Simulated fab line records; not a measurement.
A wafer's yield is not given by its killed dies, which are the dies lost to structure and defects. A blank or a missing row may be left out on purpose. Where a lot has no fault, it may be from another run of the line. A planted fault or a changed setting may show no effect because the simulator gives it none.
Comparing a struck lot with a sound one    flow nand_harc    13 steps out of a route of 1302
Sound: these wafers, L876.2, L876.4, L876.5. The struck wafers were L858.3, L858.4, L858.6. The cause comes at the end.
Order at every step that has rows: each side's tool, ch and its chambers, its first start. Under that, the readings that differ: sound wafers    struck wafers    difference of the means    sigmas: that difference in standard deviations of wafers without a fault.
alike: readings with means less than 2 such deviations apart, plus words and numbers identical on both sides. not compared: withheld readings, readings lacking a value on some wafer, bounds such as >300 that could conceal the same value, and numbers that have no deviation in the record and whose values overlap.
Wherever a step has rows on one side only, a row that says differs or no value, or a row with sigmas, the two part there. Non-overlapping numbers with no deviation appear without sigmas and do not part them. A reading that every wafer of one side lacks parts them only if that side has two wafers or more.

NHARC_P_CONTACT_DEP_00: deposits SiO2, target thk 500 nm.
  sound: pecvd-04 ch 0,1; struck: pecvd-03 ch 0,2
  alike: heater_power_outer_w, heater_power_w, showerhead_vpp_V, throttle_valve_pct
NHARC_P_CONTACT_CMP_01: polishes SiO2, target thk 200 nm.
  sound on cmp-01 ch 1,2,3, day 15 07:29; struck on cmp-04 ch 1,3, day 7 11:43
  alike: edge_zone_pressure_frac, motor_current_A
then, 9 steps without rows for these wafers: NHARC_P_CONTACT_SRD_03; NHARC_P_CONTACT_DEHYDRATE_04 (time 120 s); NHARC_P_CONTACT_HMDS_05 (time 30 s); NHARC_P_CONTACT_COAT_33 (time 75 s); NHARC_P_CONTACT_COAT_34 (time 65 s); NHARC_P_CONTACT_COAT_06 (resist thk 90 nm); NHARC_P_CONTACT_SOFTBAKE_07 (time 55 s); NHARC_P_CONTACT_EBR_08; NHARC_P_CONTACT_EXPOSE_09 (exposes mask P CA, target cd 90 nm).
NHARC_P_CONTACT_PEB_10: peb time 65 s.
  sound on litho_track-01 ch 0, day 15 08:04; struck on litho_track-06, day 7 12:21
  no value came back on the struck wafers for chill_plate_temp_C (C), exhaust_pa (Pa); on the sound wafers chill_plate_temp_C (C) reads 22.91 22.74 23.00
then, 1 step without rows for these wafers: NHARC_P_CONTACT_DEVELOP_11 (develop time 35 s).

== WHERE THEY PART ==
NHARC_P_CONTACT_PEB_10 only, going by this record.

WHY: whatever the simulator had introduced
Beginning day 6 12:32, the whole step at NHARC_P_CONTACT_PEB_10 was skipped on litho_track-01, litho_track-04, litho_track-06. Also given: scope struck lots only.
